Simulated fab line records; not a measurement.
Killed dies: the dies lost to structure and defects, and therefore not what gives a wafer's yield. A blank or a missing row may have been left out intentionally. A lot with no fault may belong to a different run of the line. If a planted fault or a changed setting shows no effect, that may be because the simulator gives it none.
The tool behind it: which one?    flow n5 finfet    72 wafers from 24 lots sampled at 6 of the route's 1938 steps

WHAT THE GAUGES SHOWED, per wafer
N5_BEOL_M6_INSPECT_13: inspects for defects (brightfield). Usual: raw defect count reads 407 (standard deviation 93).
lot   measured      on                 raw defect count  flag
L074  day 8 08:53   defect inspect-01  462 346 340       
L077  day 9 05:40   defect inspect-01  376 402 434       
L076  day 9 07:20   defect inspect-01  363 338 407       
L075  day 9 17:27   defect inspect-02  566 449 532       
L078  day 10 00:01  defect inspect-01  452 409 335       
L079  day 10 23:10  defect inspect-02  341 329 350       
L080  day 10 23:19  defect inspect-02  368 336 344       
L082  day 11 00:25  defect inspect-02  382 452 389       
L081  day 11 04:17  defect inspect-02  342 388 322       
L083  day 11 08:11  defect inspect-02  481 505 677       
L085  day 12 04:35  defect inspect-02  459 422 441       
L084  day 12 05:57  defect inspect-02  476 518 468       
L087  day 12 10:13  defect inspect-02  319 414 325       
L088  day 12 10:31  defect inspect-02  262 299 337       
L089  day 12 15:07  defect inspect-02  461 413 616       
L086  day 12 15:17  defect inspect-02  349 370 492       
L090  day 12 23:35  defect inspect-02  268 308 291       
L091  day 13 09:42  defect inspect-02  540 611 471       
L092  day 13 18:04  defect inspect-01  249 333 329       
L093  day 13 22:52  defect inspect-01  326 751 403       
L095  day 14 22:08  defect inspect-02  290 356 439       
L094  day 15 03:13  defect inspect-02  391 458 392       
L096  day 15 03:23  defect inspect-01  296 463 482       
L097  day 16 02:50  defect inspect-01  456 392 245       

N5_BEOL_M7_INSPECT_30: inspects for defects (brightfield). Usual: raw defect count reads 410 (standard deviation 90).
lot   measured      on                 raw defect count  flag
L074  day 8 21:08   defect inspect-02  468 462 610       
L077  day 9 16:29   defect inspect-01  451 421 497       
L076  day 9 18:10   defect inspect-01  429 354 351       
L075  day 10 04:49  defect inspect-02  373 377 364       
L078  day 10 09:50  defect inspect-01  512 421 291       
L079  day 11 10:31  defect inspect-02  645 669 389       
L080  day 11 10:10  defect inspect-01  387 389 331       
L082  day 11 10:20  defect inspect-02  306 406 289       
L081  day 11 17:03  defect inspect-02  320 412 317       
L083  day 11 17:08  defect inspect-01  401 429 403       
L085  day 12 14:38  defect inspect-02  560 430 658       
L084  day 12 16:42  defect inspect-02  461 380 333       
L087  day 12 22:10  defect inspect-02  424 632 463       
L088  day 12 22:24  defect inspect-02  453 314 402       
L089  day 13 04:37  defect inspect-01  335 466 362       
L086  day 13 04:34  defect inspect-02  312 349 296       
L090  day 13 11:25  defect inspect-02  439 372 383       
L091  day 13 18:38  defect inspect-01  330 198 243       
L092  day 14 06:52  defect inspect-02  405 319 352       
L093  day 14 11:48  defect inspect-01  407 305 494       
L095  day 15 10:55  defect inspect-01  441 478 445       
L094  day 15 10:58  defect inspect-02  530 328 540       
L096  day 15 13:05  defect inspect-02  578 457 354       
L097  day 16 09:55  defect inspect-01  464 535 515       

N5_BEOL_M7_CD_MEAS_35 targets a cd of 40 nm. Usual: cd nm reads 39.9 nm (standard deviation 0.61).
lot   measured      on         cd nm (nm)      flag
L074  day 8 23:52   cd sem-03  40.5 39.3 39.1  
L077  day 9 17:19   cd sem-01  39.6 38.5 39.9  
L076  day 9 18:47   cd sem-03  39.2 39.9 39.9  
L075  day 10 05:27  cd sem-02  39.6 40.4 39.3  
L078  day 10 10:52  cd sem-01  40.3 40.2 40.7  
L079  day 11 11:14  cd sem-03  39.4 39.4 39.3  
L080  day 11 10:50  cd sem-02  40.1 41.7 40.5  
L082  day 11 11:01  cd sem-02  40.0 40.2 39.7  
L081  day 11 17:52  cd sem-02  40.5 40.3 40.8  
L083  day 11 17:53  cd sem-03  40.3 40.1 40.1  
L085  day 12 15:17  cd sem-01  40.3 40.4 39.6  
L084  day 12 17:26  cd sem-02  39.6 38.7 39.6  
L087  day 12 22:48  cd sem-02  39.8 40.1 40.0  
L088  day 12 23:14  cd sem-02  38.9 38.8 39.4  
L089  day 13 05:42  cd sem-03  39.9 40.5 40.0  
L086  day 13 05:19  cd sem-02  39.5 39.6 39.9  
L090  day 13 12:02  cd sem-03  39.2 39.3 39.5  
L091  day 13 19:15  cd sem-01  39.4 39.1 39.7  
L092  day 14 07:29  cd sem-03  39.2 39.3 39.9  
L093  day 14 12:38  cd sem-02  40.2 41.3 40.5  
L095  day 15 11:35  cd sem-02  39.9 39.8 39.6  
L094  day 15 11:38  cd sem-01  40.0 39.9 40.1  
L096  day 15 13:43  cd sem-03  40.1 41.1 40.3  
L097  day 16 10:33  cd sem-02  40.6 40.7 40.6  

EACH LOT AND THE TOOL THAT RAN IT (in order: tool; ch and the chambers of the sampled wafers; start)
lot   N5_BEOL_M6_ETCH_62                  N5_BEOL_M6_STRIP_19                 N5_BEOL_M7_CURE_74
L074  rie diel-01 ch 1,2, day 8 09:10     rie diel-06 ch 0,2,3, day 8 09:31   uv cure-03 ch 2, day 8 16:14
L077  rie diel-02 ch 0,1,3, day 9 05:47   rie diel-06 ch 0,2, day 9 06:05     uv cure-03 ch 1, day 9 13:08
L076  rie diel-02 ch 0,2,3, day 9 07:28   rie diel-01 ch 1,2,3, day 9 08:19   uv cure-03 ch 2, day 9 14:31
L075  rie diel-02 ch 1,2,3, day 9 17:35   rie diel-06 ch 0,2, day 9 17:52     uv cure-03 ch 0, day 10 00:26
L078  rie diel-02 ch 0,2,3, day 10 00:23  rie diel-02 ch 1,2,3, day 10 00:44  uv cure-03 ch 1, day 10 05:46
L079  rie diel-02 ch 0,1, day 10 23:17    rie diel-06 ch 0,1,3, day 10 23:41  uv cure-01 ch 2, day 11 06:26
L080  rie diel-06 ch 0,1,3, day 10 23:28  rie diel-06 ch 2,3, day 10 23:49    uv cure-03 ch 2, day 11 05:53
L082  rie diel-01 ch 0,1,3, day 11 00:32  rie diel-06 ch 0,1, day 11 00:56    uv cure-02 ch 0, day 11 07:27
L081  rie diel-01 ch 0,1, day 11 04:35    rie diel-06 ch 1,2,3, day 11 04:54  uv cure-03 ch 2, day 11 11:52
L083  rie diel-06 ch 0,1,3, day 11 08:18  rie diel-01 ch 1,2,3, day 11 08:43  uv cure-03 ch 1, day 11 13:23
L085  rie diel-02 ch 0,3, day 12 04:48    rie diel-02 ch 0,1,3, day 12 05:18  uv cure-01 ch 1, day 12 11:09
L084  rie diel-01 ch 0,3, day 12 06:04    rie diel-01 ch 0,1,2, day 12 06:25  uv cure-01 ch 2, day 12 13:27
L087  rie diel-01 ch 0,3, day 12 10:21    rie diel-01 ch 2,3, day 12 10:38    uv cure-02 ch 2, day 12 16:55
L088  rie diel-06 ch 0,2,3, day 12 10:38  rie diel-06 ch 1,2,3, day 12 11:17  uv cure-02 ch 2, day 12 18:14
L089  rie diel-01 ch 1,2,3, day 12 15:15  rie diel-01 ch 0,1,2, day 12 15:33  uv cure-01 ch 2, day 12 21:07
L086  rie diel-06 ch 0,2,3, day 12 15:37  rie diel-02 ch 1,2,3, day 12 15:55  uv cure-03 ch 0, day 12 21:46
L090  rie diel-01 ch 0,1,3, day 12 23:55  rie diel-01 ch 0,2,3, day 13 00:16  uv cure-03 ch 1, day 13 08:02
L091  rie diel-06 ch 0,2,3, day 13 09:49  rie diel-06 ch 1,2,3, day 13 10:16  uv cure-02 ch 2, day 13 15:49
L092  rie diel-01 ch 1,2,3, day 13 18:11  rie diel-01 ch 0,1,3, day 13 18:29  uv cure-01 ch 0, day 13 23:20
L093  rie diel-06 ch 0,1,3, day 13 22:59  rie diel-06 ch 0,1,3, day 13 23:17  uv cure-02 ch 2, day 14 06:16
L095  rie diel-02 ch 0,1,3, day 14 22:16  rie diel-01 ch 1,2, day 14 22:34    uv cure-03 ch 0, day 15 05:38
L094  rie diel-06 ch 1,2,3, day 15 03:21  rie diel-01 ch 1,2, day 15 03:39    uv cure-02 ch 2, day 15 07:59
L096  rie diel-02 ch 0,1, day 15 03:31    rie diel-06 ch 1,2, day 15 03:49    uv cure-01 ch 1, day 15 09:31
L097  rie diel-01 ch 0,1,2, day 16 02:57  rie diel-01 ch 0,1,3, day 16 03:15  uv cure-01 ch 0, day 16 07:25
- N5_BEOL_M6_ETCH_62: etches SOC in N2/H2, target depth 110 nm, overetch 22 nm, time 165 s.
- N5_BEOL_M6_STRIP_19: strips in O2.
- N5_BEOL_M7_CURE_74: cures SiCOH lowk, time 240 s.

WHAT THE TOOLS THEMSELVES READ (means of the sampled wafers that have a number; where no wafer has one, the mark that the record gives instead)
N5_BEOL_M6_ETCH_62. Usual: drypump motor current A 5.5 A, standard deviation 0.34; h2 flow sccm 199.9 sccm, standard deviation 0.58; oes product au 0.64 a.u., standard deviation 0.056; rf vpp V 523.5 V, standard deviation 2.1; showerhead plenum p Torr 2.53 Torr, standard deviation 0.074; throttle valve pct 17.99 %, standard deviation 0.24.
lot   tool         drypump motor current A (A)  h2 flow sccm (sccm)  oes product au (a.u.)  rf vpp V (V)  showerhead plenum p Torr (Torr)  throttle valve pct (%)  flag
L074  rie diel-01  5.7                          199.5                0.71                   523.5         2.57                             17.87                   
L077  rie diel-02  5.5                          200.7                0.64                   523.4         2.54                             18.00                   
L076  rie diel-02  5.5                          199.9                0.63                   522.8         2.49                             18.15                   
L075  rie diel-02  5.2                          200.1                0.62                   523.0         2.53                             18.18                   
L078  rie diel-02  5.5                          200.0                0.62                   521.3         2.49                             18.16                   
L079  rie diel-02  5.9                          199.6                0.63                   521.7         2.47                             17.81                   
L080  rie diel-06  5.4                          200.2                0.67                   523.7         2.51                             17.96                   
L082  rie diel-01  5.7                          200.1                0.68                   524.7         2.55                             17.85                   
L081  rie diel-01  5.7                          200.1                0.72                   524.8         2.57                             17.70                   
L083  rie diel-06  5.4                          200.2                0.67                   522.1         2.51                             17.95                   
L085  rie diel-02  5.8                          200.5                0.62                   522.9         2.49                             18.02                   
L084  rie diel-01  5.7                          200.1                0.65                   524.4         2.54                             17.98                   
L087  rie diel-01  5.7                          199.4                0.65                   524.3         2.54                             17.98                   
L088  rie diel-06  5.4                          200.1                0.60                   524.1         2.55                             18.07                   
L089  rie diel-01  5.7                          200.1                0.66                   523.5         2.54                             17.92                   
L086  rie diel-06  5.4                          200.0                0.59                   523.8         2.55                             18.08                   
L090  rie diel-01  5.7                          200.0                0.66                   524.2         2.54                             17.88                   
L091  rie diel-06  5.4                          200.0                0.59                   523.2         2.55                             18.10                   
L092  rie diel-01  5.7                          199.3                0.64                   524.2         2.54                             17.94                   
L093  rie diel-06  5.4                          200.1                0.65                   522.8         2.50                             17.99                   
L095  rie diel-02  5.5                          200.0                0.61                   523.7         2.52                             18.08                   
L094  rie diel-06  5.4                          199.7                0.63                   523.7         2.50                             17.95                   
L096  rie diel-02  5.6                          200.0                0.61                   522.6         2.49                             17.89                   
L097  rie diel-01  5.7                          198.6                0.66                   523.5         2.55                             17.94                   

N5_BEOL_M6_STRIP_19. Usual: drypump motor current A 5.5 A, standard deviation 0.32; oes product au 0.76 a.u., standard deviation 0.071; rf vpp V 3.6 V, standard deviation 0.61; showerhead plenum p Torr 2.09 Torr, standard deviation 0.063; throttle valve pct 16.83 %, standard deviation 0.23.
lot   tool         drypump motor current A (A)  oes product au (a.u.)  rf vpp V (V)  showerhead plenum p Torr (Torr)  throttle valve pct (%)  flag
L074  rie diel-06  5.4                          0.72                   3.6           2.11                             16.86                   
L077  rie diel-06  5.1                          0.69                   3.0           2.16                             16.89                   
L076  rie diel-01  5.7                          0.81                   3.0           2.10                             16.75                   
L075  rie diel-06  5.2                          0.70                   3.6           2.17                             17.03                   
L078  rie diel-02  5.2                          0.73                   3.7           2.10                             17.05                   
L079  rie diel-06  5.4                          0.78                   3.5           2.07                             16.78                   
L080  rie diel-06  5.4                          0.70                   3.9           2.09                             16.77                   
L082  rie diel-06  5.2                          0.86                   3.5           2.09                             16.67                   
L081  rie diel-06  5.4                          0.78                   3.2           2.06                             16.66                   
L083  rie diel-01  5.7                          0.79                   3.7           2.10                             16.77                   
L085  rie diel-02  5.5                          0.73                   3.1           2.09                             16.87                   
L084  rie diel-01  5.7                          0.81                   3.1           2.11                             16.75                   
L087  rie diel-01  5.7                          0.74                   3.4           2.08                             16.91                   
L088  rie diel-06  5.4                          0.76                   3.4           2.05                             16.66                   
L089  rie diel-01  5.7                          0.80                   3.7           2.11                             16.75                   
L086  rie diel-02  5.2                          0.72                   3.8           2.09                             17.08                   
L090  rie diel-01  5.7                          0.76                   3.5           2.09                             16.88                   
L091  rie diel-06  5.4                          0.76                   3.4           2.05                             16.69                   
L092  rie diel-01  5.7                          0.78                   3.3           2.09                             16.77                   
L093  rie diel-06  5.4                          0.76                   3.9           2.06                             16.82                   
L095  rie diel-01  5.7                          0.77                   3.1           2.10                             16.81                   
L094  rie diel-01  5.7                          0.80                   3.5           2.11                             16.71                   
L096  rie diel-06  5.1                          0.73                   3.7           2.10                             16.70                   
L097  rie diel-01  5.7                          0.76                   3.4           2.08                             16.82                   

N5_BEOL_M7_CURE_74. Usual: lamp power pct 52.31 %, standard deviation 0.053; wafer_temp_C_max 386.5, standard deviation 0.47.
lot   tool        lamp power pct (%)  wafer_temp_C_max  flag
L074  uv cure-03  52.32               386.2             
L077  uv cure-03  52.33               386.3             
L076  uv cure-03  52.30               386.3             
L075  uv cure-03  52.30               386.6             
L078  uv cure-03  52.27               386.4             
L079  uv cure-01  52.31               387.0             
L080  uv cure-03  52.33               386.1             
L082  uv cure-02  52.28               387.2             
L081  uv cure-03  52.22               386.1             
L083  uv cure-03  52.27               386.7             
L085  uv cure-01  52.31               386.4             
L084  uv cure-01  52.36               386.5             
L087  uv cure-02  52.33               385.8             
L088  uv cure-02  52.35               386.0             
L089  uv cure-01  52.32               387.6             
L086  uv cure-03  52.28               386.8             
L090  uv cure-03  52.33               386.5             
L091  uv cure-02  52.34               386.1             
L092  uv cure-01  52.27               386.8             
L093  uv cure-02  52.32               386.4             
L095  uv cure-03  52.35               387.0             
L094  uv cure-02  52.25               386.7             
L096  uv cure-01  52.25               386.2             
L097  uv cure-01  52.26               386.9             

THE ANSWER, worked out from the rows above alone
Rule: take the mean of a lot's wafers that have a number; if it is more than 3 standard deviations from the usual mean, the lot is off. A lot without any number at a reading at which 4 lots or more have one is off too. All remaining lots with rows at the step are treated as sound. The gauges are gone through in route order, then the tools' own readings, and for those a lot's mean is taken as printed above. At the first step where some lot is off, the reading lying furthest off is the one used; lots without a number count as furthest.
No lot is off on any of the readings shown, so nothing can be concluded from this.

WHAT THE SIMULATOR HAD INSERTED
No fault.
